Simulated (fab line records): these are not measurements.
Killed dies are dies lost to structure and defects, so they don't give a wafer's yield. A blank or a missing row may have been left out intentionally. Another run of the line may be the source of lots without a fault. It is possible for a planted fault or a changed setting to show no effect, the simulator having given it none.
Which tool did it? / flow n5-finfet / 10 lots with 26 wafers sampled at 5 steps, on a route of 1938 steps

## WHAT THE GAUGES READ, wafer by wafer
N5_BEOL_M4_RC_MEAS_101. Usual: DIBL_N 35.9 mV/V, standard deviation 1.9; DIBL_P 35.8 mV/V, standard deviation 2.4; IOFF_N 0.15 nA/um, standard deviation 0.031; IOFF_P 0.21 nA/um, standard deviation 0.037; ION_N 672 uA/um, standard deviation 13; ION_P 462 uA/um, standard deviation 8.3; SS_N 71.5 mV/dec, standard deviation 0.72; SS_P 73.2 mV/dec, standard deviation 0.67; VT_N 250 mV, standard deviation 3.4; VT_P -250 mV, standard deviation 3.4.
lot=L572; measured=day 7 22:57; on=prober-02; DIBL_N (mV/V)=37.0 36.5 36.5; DIBL_P (mV/V)=37.6 35.3 36.1; IOFF_N (nA/um)=0.15 0.13 0.13; IOFF_P (nA/um)=0.22 0.18 0.19; ION_N (uA/um)=676 657 660; ION_P (uA/um)=466 450 457; SS_N (mV/dec)=71.2 71.2 71.4; SS_P (mV/dec)=73.8 73.2 72.7; VT_N (mV)=250 253 252; VT_P (mV)=-250 -253 -251; flag=
lot=L573; measured=day 8 08:36; on=prober-01; DIBL_N (mV/V)=36.6 34.4 35.2; DIBL_P (mV/V)=36.7 35.1 36.2; IOFF_N (nA/um)=0.16 0.12 0.14; IOFF_P (nA/um)=0.23 0.21 0.23; ION_N (uA/um)=671 640 667; ION_P (uA/um)=469 456 472; SS_N (mV/dec)=71.6 70.6 70.9; SS_P (mV/dec)=73.5 73.6 73.5; VT_N (mV)=250 257 253; VT_P (mV)=-248 -249 -249; flag=
lot=L574; measured=day 8 16:59; on=prober-02; DIBL_N (mV/V)=32.8 33.6 32.4; DIBL_P (mV/V)=33.2 34.1 32.9; IOFF_N (nA/um)=0.11 0.11 0.10; IOFF_P (nA/um)=0.14 0.14 0.13; ION_N (uA/um)=650 640 651; ION_P (uA/um)=452 435 444; SS_N (mV/dec)=70.8 70.8 70.5; SS_P (mV/dec)=72.9 73.1 72.6; VT_N (mV)=255 259 258; VT_P (mV)=-258 -259 -258; flag=
lot=L576; measured=day 9 12:59; on=prober-01; DIBL_N (mV/V)=37.3 36.3 36.6; DIBL_P (mV/V)=37.0 33.6 35.0; IOFF_N (nA/um)=0.16 0.15 0.14; IOFF_P (nA/um)=0.24 0.19 0.21; ION_N (uA/um)=672 658 661; ION_P (uA/um)=469 450 461; SS_N (mV/dec)=71.5 72.1 72.0; SS_P (mV/dec)=73.0 73.0 73.7; VT_N (mV)=253 252 251; VT_P (mV)=-246 -252 -251; flag=
lot=L577; measured=day 9 11:35; on=prober-01; DIBL_N (mV/V)=31.7; DIBL_P (mV/V)=31.5; IOFF_N (nA/um)=0.10; IOFF_P (nA/um)=0.14; ION_N (uA/um)=651; ION_P (uA/um)=448; SS_N (mV/dec)=71.0; SS_P (mV/dec)=72.5; VT_N (mV)=256; VT_P (mV)=-254; flag=
lot=L578; measured=day 9 12:15; on=prober-02; DIBL_N (mV/V)=35.1 37.4 38.2; DIBL_P (mV/V)=36.0 37.4 37.8; IOFF_N (nA/um)=0.15 0.18 0.18; IOFF_P (nA/um)=0.20 0.23 0.24; ION_N (uA/um)=675 683 668; ION_P (uA/um)=460 466 467; SS_N (mV/dec)=71.0 71.9 73.1; SS_P (mV/dec)=73.3 74.1 73.8; VT_N (mV)=249 248 248; VT_P (mV)=-250 -251 -249; flag=
lot=L579; measured=day 9 11:38; on=prober-02; DIBL_N (mV/V)=33.1; DIBL_P (mV/V)=32.7; IOFF_N (nA/um)=0.11; IOFF_P (nA/um)=0.16; ION_N (uA/um)=657; ION_P (uA/um)=456; SS_N (mV/dec)=70.2; SS_P (mV/dec)=71.7; VT_N (mV)=252; VT_P (mV)=-254; flag=
lot=L583; measured=day 11 04:35; on=prober-02; DIBL_N (mV/V)=37.5 36.8 39.8; DIBL_P (mV/V)=36.0 35.3 39.6; IOFF_N (nA/um)=0.17 0.16 0.23; IOFF_P (nA/um)=0.22 0.21 0.31; ION_N (uA/um)=689 670 699; ION_P (uA/um)=475 464 482; SS_N (mV/dec)=71.7 71.8 72.4; SS_P (mV/dec)=72.8 72.9 73.8; VT_N (mV)=248 248 243; VT_P (mV)=-247 -246 -241; flag=
lot=L587; measured=day 11 16:10; on=prober-01; DIBL_N (mV/V)=38.7 38.1 36.4; DIBL_P (mV/V)=40.9 38.9 37.9; IOFF_N (nA/um)=0.24 0.21 0.17; IOFF_P (nA/um)=0.30 0.25 0.22; ION_N (uA/um)=691 670 684; ION_P (uA/um)=472 463 469; SS_N (mV/dec)=72.6 72.7 71.6; SS_P (mV/dec)=73.3 72.8 74.0; VT_N (mV)=244 247 251; VT_P (mV)=-245 -244 -247; flag=
lot=L591; measured=day 12 12:03; on=prober-01; DIBL_N (mV/V)=36.3 33.1 34.3; DIBL_P (mV/V)=34.0 30.0 32.4; IOFF_N (nA/um)=0.16 0.10 0.12; IOFF_P (nA/um)=0.20 0.14 0.17; ION_N (uA/um)=682 656 669; ION_P (uA/um)=465 453 461; SS_N (mV/dec)=71.4 71.2 70.8; SS_P (mV/dec)=73.8 72.4 72.6; VT_N (mV)=250 254 252; VT_P (mV)=-250 -253 -255; flag=

## EACH LOT AND THE TOOL THAT RAN IT (in order: tool; ch and the chambers of the sampled wafers; start)
lot=L572; N5_FIN_SAQP_STRIP_55=rie-diel-06 ch 0,1,2, day 2 00:26; N5_FIN_SAQP_STRIP_77=rie-diel-06 ch 0,1,2, day 2 04:32; N5_FIN_CUT_PRECLEAN_35=vapor-etch-01 ch 0,1, day 2 06:04; N5_STI_FIN_REVEAL_ALD_14=ald-sin-01 ch 0,1,2, day 2 06:31
lot=L573; N5_FIN_SAQP_STRIP_55=rie-diel-04 ch 0,2,3, day 2 06:15; N5_FIN_SAQP_STRIP_77=rie-diel-04 ch 1,2,3, day 2 09:45; N5_FIN_CUT_PRECLEAN_35=vapor-etch-02 ch 0,1, day 2 11:29; N5_STI_FIN_REVEAL_ALD_14=ald-sin-03 ch 0,2,3, day 2 13:07
lot=L574; N5_FIN_SAQP_STRIP_55=rie-diel-05 ch 0,1,2, day 2 09:41; N5_FIN_SAQP_STRIP_77=rie-diel-04 ch 2,3, day 2 13:59; N5_FIN_CUT_PRECLEAN_35=vapor-etch-02 ch 0,1, day 2 15:25; N5_STI_FIN_REVEAL_ALD_14=ald-sin-01 ch 0,1,2, day 2 15:52
lot=L576; N5_FIN_SAQP_STRIP_55=rie-diel-05 ch 0,3, day 2 22:10; N5_FIN_SAQP_STRIP_77=rie-diel-04 ch 0,2,3, day 3 01:48; N5_FIN_CUT_PRECLEAN_35=vapor-etch-02 ch 0,1, day 3 04:05; N5_STI_FIN_REVEAL_ALD_14=ald-sin-01 ch 0,1, day 3 04:41
lot=L577; N5_FIN_SAQP_STRIP_55=rie-diel-04 ch 0, day 3 04:41; N5_FIN_SAQP_STRIP_77=rie-diel-06 ch 0, day 3 08:12; N5_FIN_CUT_PRECLEAN_35=vapor-etch-02 ch 0, day 3 10:26; N5_STI_FIN_REVEAL_ALD_14=ald-sin-04 ch 3, day 3 10:58
lot=L578; N5_FIN_SAQP_STRIP_55=rie-diel-05 ch 0,3, day 3 12:11; N5_FIN_SAQP_STRIP_77=rie-diel-04 ch 1,3, day 3 15:29; N5_FIN_CUT_PRECLEAN_35=vapor-etch-02 ch 0,1, day 3 16:55; N5_STI_FIN_REVEAL_ALD_14=ald-sin-01 ch 0,1,2, day 3 17:24
lot=L579; N5_FIN_SAQP_STRIP_55=rie-diel-04 ch 3, day 3 17:46; N5_FIN_SAQP_STRIP_77=rie-diel-06 ch 0, day 3 21:26; N5_FIN_CUT_PRECLEAN_35=vapor-etch-02 ch 0, day 3 22:51; N5_STI_FIN_REVEAL_ALD_14=ald-sin-01 ch 3, day 3 23:29
lot=L583; N5_FIN_SAQP_STRIP_55=rie-diel-04 ch 1,2,3, day 4 16:16; N5_FIN_SAQP_STRIP_77=rie-diel-06 ch 0,1,3, day 4 21:08; N5_FIN_CUT_PRECLEAN_35=vapor-etch-01 ch 0,1, day 4 22:33; N5_STI_FIN_REVEAL_ALD_14=ald-sin-04 ch 0,1,2, day 5 00:07
lot=L587; N5_FIN_SAQP_STRIP_55=rie-diel-05 ch 0,1,2, day 5 16:43; N5_FIN_SAQP_STRIP_77=rie-diel-04 ch 1,2,3, day 5 20:03; N5_FIN_CUT_PRECLEAN_35=vapor-etch-01 ch 0,1, day 5 21:48; N5_STI_FIN_REVEAL_ALD_14=ald-sin-01 ch 0,1,3, day 5 22:29
lot=L591; N5_FIN_SAQP_STRIP_55=rie-diel-05 ch 1,3, day 6 17:38; N5_FIN_SAQP_STRIP_77=rie-diel-06 ch 1,3, day 6 21:05; N5_FIN_CUT_PRECLEAN_35=vapor-etch-01 ch 0,1, day 6 22:32; N5_STI_FIN_REVEAL_ALD_14=ald-sin-01 ch 0,1,2, day 6 23:05
- N5_FIN_SAQP_STRIP_55: strips in N2/H2.
- N5_FIN_SAQP_STRIP_77: strips in N2/H2, time 90 s.
- N5_FIN_CUT_PRECLEAN_35: cleans in vHF, time 13.3 s.
- N5_STI_FIN_REVEAL_ALD_14: deposits Si3N4, target thk 3 nm.

## WHAT THE TOOLS THEMSELVES READ (means of the sampled wafers that have a number; where no wafer has one, the mark that the record gives instead)
N5_FIN_SAQP_STRIP_55. Usual: drypump-motor-current-A 5.7 A, standard deviation 0.55; oes-product-au 0.78 a.u., standard deviation 0.07; rf-vpp-V 121.9 V, standard deviation 1.3; showerhead-plenum-p-Torr 3.36 Torr, standard deviation 0.12; temp-c 40.00 C, standard deviation 0.11; throttle-valve-pct 19.0 %, standard deviation 0.42.
lot=L572; tool=rie-diel-06; drypump-motor-current-A (A)=5.9; oes-product-au (a.u.)=0.72; rf-vpp-V (V)=121.7; showerhead-plenum-p-Torr (Torr)=3.29; temp-c (C)=39.97; throttle-valve-pct (%)=19.0; flag=
lot=L573; tool=rie-diel-04; drypump-motor-current-A (A)=5.3; oes-product-au (a.u.)=0.78; rf-vpp-V (V)=121.7; showerhead-plenum-p-Torr (Torr)=3.43; temp-c (C)=39.97; throttle-valve-pct (%)=19.1; flag=
lot=L574; tool=rie-diel-05; drypump-motor-current-A (A)=6.2; oes-product-au (a.u.)=0.80; rf-vpp-V (V)=120.4; showerhead-plenum-p-Torr (Torr)=3.33; temp-c (C)=39.91; throttle-valve-pct (%)=19.0; flag=
lot=L576; tool=rie-diel-05; drypump-motor-current-A (A)=5.7; oes-product-au (a.u.)=0.79; rf-vpp-V (V)=122.0; showerhead-plenum-p-Torr (Torr)=3.36; temp-c (C)=40.13; throttle-valve-pct (%)=19.1; flag=
lot=L577; tool=rie-diel-04; drypump-motor-current-A (A)=6.1; oes-product-au (a.u.)=0.77; rf-vpp-V (V)=122.3; showerhead-plenum-p-Torr (Torr)=3.54; temp-c (C)=39.98; throttle-valve-pct (%)=19.6; flag=
lot=L578; tool=rie-diel-05; drypump-motor-current-A (A)=5.5; oes-product-au (a.u.)=0.78; rf-vpp-V (V)=122.6; showerhead-plenum-p-Torr (Torr)=3.35; temp-c (C)=39.97; throttle-valve-pct (%)=18.7; flag=
lot=L579; tool=rie-diel-04; drypump-motor-current-A (A)=4.9; oes-product-au (a.u.)=0.76; rf-vpp-V (V)=120.4; showerhead-plenum-p-Torr (Torr)=3.25; temp-c (C)=40.14; throttle-valve-pct (%)=19.1; flag=
lot=L583; tool=rie-diel-04; drypump-motor-current-A (A)=5.2; oes-product-au (a.u.)=0.81; rf-vpp-V (V)=122.4; showerhead-plenum-p-Torr (Torr)=3.38; temp-c (C)=39.96; throttle-valve-pct (%)=19.0; flag=
lot=L587; tool=rie-diel-05; drypump-motor-current-A (A)=6.1; oes-product-au (a.u.)=0.78; rf-vpp-V (V)=122.6; showerhead-plenum-p-Torr (Torr)=3.32; temp-c (C)=40.02; throttle-valve-pct (%)=19.1; flag=
lot=L591; tool=rie-diel-05; drypump-motor-current-A (A)=5.9; oes-product-au (a.u.)=0.75; rf-vpp-V (V)=121.5; showerhead-plenum-p-Torr (Torr)=3.24; temp-c (C)=39.97; throttle-valve-pct (%)=18.7; flag=

N5_FIN_SAQP_STRIP_77. Usual: drypump-motor-current-A 5.7 A, standard deviation 0.52; oes-product-au 0.78 a.u., standard deviation 0.073; rf-vpp-V 45.3 V, standard deviation 0.89; showerhead-plenum-p-Torr 3.38 Torr, standard deviation 0.12; temp-c 40.02 C, standard deviation 0.11; throttle-valve-pct 12.32 %, standard deviation 0.2.
lot=L572; tool=rie-diel-06; drypump-motor-current-A (A)=5.9; oes-product-au (a.u.)=0.73; rf-vpp-V (V)=46.1; showerhead-plenum-p-Torr (Torr)=3.31; temp-c (C)=39.97; throttle-valve-pct (%)=12.32; flag=
lot=L573; tool=rie-diel-04; drypump-motor-current-A (A)=5.2; oes-product-au (a.u.)=0.74; rf-vpp-V (V)=45.3; showerhead-plenum-p-Torr (Torr)=3.41; temp-c (C)=40.05; throttle-valve-pct (%)=12.45; flag=
lot=L574; tool=rie-diel-04; drypump-motor-current-A (A)=4.9; oes-product-au (a.u.)=0.76; rf-vpp-V (V)=45.9; showerhead-plenum-p-Torr (Torr)=3.35; temp-c (C)=40.07; throttle-valve-pct (%)=12.29; flag=
lot=L576; tool=rie-diel-04; drypump-motor-current-A (A)=5.3; oes-product-au (a.u.)=0.77; rf-vpp-V (V)=45.9; showerhead-plenum-p-Torr (Torr)=3.44; temp-c (C)=40.00; throttle-valve-pct (%)=12.32; flag=
lot=L577; tool=rie-diel-06; drypump-motor-current-A (A)=6.5; oes-product-au (a.u.)=0.70; rf-vpp-V (V)=43.9; showerhead-plenum-p-Torr (Torr)=3.36; temp-c (C)=39.98; throttle-valve-pct (%)=12.52; flag=
lot=L578; tool=rie-diel-04; drypump-motor-current-A (A)=5.5; oes-product-au (a.u.)=0.91; rf-vpp-V (V)=45.5; showerhead-plenum-p-Torr (Torr)=3.39; temp-c (C)=39.93; throttle-valve-pct (%)=12.23; flag=
lot=L579; tool=rie-diel-06; drypump-motor-current-A (A)=6.5; oes-product-au (a.u.)=0.69; rf-vpp-V (V)=44.8; showerhead-plenum-p-Torr (Torr)=3.36; temp-c (C)=39.99; throttle-valve-pct (%)=12.53; flag=
lot=L583; tool=rie-diel-06; drypump-motor-current-A (A)=5.7; oes-product-au (a.u.)=0.71; rf-vpp-V (V)=44.7; showerhead-plenum-p-Torr (Torr)=3.26; temp-c (C)=40.05; throttle-valve-pct (%)=12.44; flag=
lot=L587; tool=rie-diel-04; drypump-motor-current-A (A)=5.2; oes-product-au (a.u.)=0.80; rf-vpp-V (V)=45.9; showerhead-plenum-p-Torr (Torr)=3.40; temp-c (C)=40.02; throttle-valve-pct (%)=12.30; flag=
lot=L591; tool=rie-diel-06; drypump-motor-current-A (A)=5.4; oes-product-au (a.u.)=0.81; rf-vpp-V (V)=44.1; showerhead-plenum-p-Torr (Torr)=3.17; temp-c (C)=40.02; throttle-valve-pct (%)=12.17; flag=

N5_FIN_CUT_PRECLEAN_35. Usual: drypump-motor-current-A 5.6 A, standard deviation 0.64; pressure-torr 125.02 Torr, standard deviation 0.24; temp-c 45.00 C, standard deviation 0.12.
lot=L572; tool=vapor-etch-01; drypump-motor-current-A (A)=5.4; pressure-torr (Torr)=125.23; temp-c (C)=45.01; flag=
lot=L573; tool=vapor-etch-02; drypump-motor-current-A (A)=5.7; pressure-torr (Torr)=125.11; temp-c (C)=45.14; flag=
lot=L574; tool=vapor-etch-02; drypump-motor-current-A (A)=5.7; pressure-torr (Torr)=124.90; temp-c (C)=44.93; flag=
lot=L576; tool=vapor-etch-02; drypump-motor-current-A (A)=5.4; pressure-torr (Torr)=124.93; temp-c (C)=45.00; flag=
lot=L577; tool=vapor-etch-02; drypump-motor-current-A (A)=5.1; pressure-torr (Torr)=125.12; temp-c (C)=45.15; flag=
lot=L578; tool=vapor-etch-02; drypump-motor-current-A (A)=5.4; pressure-torr (Torr)=125.00; temp-c (C)=44.97; flag=
lot=L579; tool=vapor-etch-02; drypump-motor-current-A (A)=5.1; pressure-torr (Torr)=124.82; temp-c (C)=45.16; flag=
lot=L583; tool=vapor-etch-01; drypump-motor-current-A (A)=5.4; pressure-torr (Torr)=124.78; temp-c (C)=44.97; flag=
lot=L587; tool=vapor-etch-01; drypump-motor-current-A (A)=5.4; pressure-torr (Torr)=124.75; temp-c (C)=44.92; flag=
lot=L591; tool=vapor-etch-01; drypump-motor-current-A (A)=5.4; pressure-torr (Torr)=125.02; temp-c (C)=44.91; flag=

N5_STI_FIN_REVEAL_ALD_14. Usual: heater-power-w reads 821 W (standard deviation 82).
lot=L572; tool=ald-sin-01; heater-power-w (W)=770; flag=
lot=L573; tool=ald-sin-03; heater-power-w (W)=834; flag=
lot=L574; tool=ald-sin-01; heater-power-w (W)=761; flag=
lot=L576; tool=ald-sin-01; heater-power-w (W)=807; flag=
lot=L577; tool=ald-sin-04; heater-power-w (W)=822; flag=
lot=L578; tool=ald-sin-01; heater-power-w (W)=771; flag=
lot=L579; tool=ald-sin-01; heater-power-w (W)=758; flag=
lot=L583; tool=ald-sin-04; heater-power-w (W)=901; flag=
lot=L587; tool=ald-sin-01; heater-power-w (W)=777; flag=
lot=L591; tool=ald-sin-01; heater-power-w (W)=784; flag=

## THE ANSWER, worked out from the rows above alone
Rule: a lot counts as off when the mean over its wafers that have a number is more than 3 standard deviations away from the usual mean. Also off: a lot with no number at a reading for which 4 or more lots have one. The other lots that the step has rows for count as sound. Order of review: gauges by route order, followed by the tools' own readings, for which a lot's mean as printed above is used. At the first step where some lot is off, the reading lying furthest off is the one used; lots without a number count as furthest.
Nothing can be told from this: no lot is off at any reading shown.

## WHAT WAS PUT IN BY THE SIMULATOR
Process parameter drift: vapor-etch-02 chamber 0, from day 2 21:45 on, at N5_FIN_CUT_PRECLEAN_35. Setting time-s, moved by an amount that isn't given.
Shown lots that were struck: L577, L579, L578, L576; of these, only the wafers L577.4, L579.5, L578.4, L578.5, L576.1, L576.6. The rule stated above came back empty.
